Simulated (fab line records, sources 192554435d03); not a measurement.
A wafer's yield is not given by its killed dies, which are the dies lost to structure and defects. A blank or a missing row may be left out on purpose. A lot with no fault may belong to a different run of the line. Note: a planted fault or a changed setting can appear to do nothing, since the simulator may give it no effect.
The tool behind it: which one? / flow n5-finfet / 6 lots with 18 wafers sampled at 2 steps, on a route of 1938 steps

## WHAT THE GAUGES READ, wafer by wafer
N5_BEOL_M15_OVL_MEAS_29.
lot=L282; measured=day 12 06:12; on=overlay-02; M15_OVL (nm)=-3 19 -1
lot=L285; measured=day 13 14:05; on=overlay-02; M15_OVL (nm)=2 5 -8
lot=L288; measured=day 13 17:57; on=overlay-02; M15_OVL (nm)=6 9 3
lot=L289; measured=day 13 19:22; on=overlay-02; M15_OVL (nm)=-7 -10 -4
lot=L291; measured=day 14 09:31; on=overlay-02; M15_OVL (nm)=-3 0 1
lot=L302; measured=day 18 14:07; on=overlay-01; M15_OVL (nm)=-3 -6 -6

## EACH LOT AND THE TOOL THAT RAN IT (in order: tool; ch and the chambers of the sampled wafers; start)
lot=L282; N5_BEOL_M11_ECD_50=ecd-cu-01 ch 0,1, day 11 11:31
lot=L285; N5_BEOL_M11_ECD_50=ecd-cu-02 ch 0,1, day 12 00:40
lot=L288; N5_BEOL_M11_ECD_50=ecd-cu-02 ch 0,1, day 12 09:34
lot=L289; N5_BEOL_M11_ECD_50=ecd-cu-01 ch 0,1, day 12 19:12
lot=L291; N5_BEOL_M11_ECD_50=ecd-cu-01 ch 0,1, day 13 11:08
lot=L302; N5_BEOL_M11_ECD_50=ecd-cu-02 ch 0,1, day 17 18:07
- N5_BEOL_M11_ECD_50: material Cu, target thk 318 nm.

## THE ANSWER, worked out from the rows above alone
Rule: usual is defined by the lots themselves. The widest of any qualifying gaps counts: lots, ordered by their means at a reading, are off when they make up no more than a third of the lots, leave a main group of 4 or more, and stand apart from it by 3 or more times the standard deviation of that group's means. A main group is skipped when, at the precision printed for the reading in the tables above, its means are all equal. Also off: a lot with no number at a reading for which 4 or more lots have one. The other lots that the step has rows for count as sound.
Nothing can be told from this: no lot is off at any reading shown.

## WHAT WAS PUT IN BY THE SIMULATOR
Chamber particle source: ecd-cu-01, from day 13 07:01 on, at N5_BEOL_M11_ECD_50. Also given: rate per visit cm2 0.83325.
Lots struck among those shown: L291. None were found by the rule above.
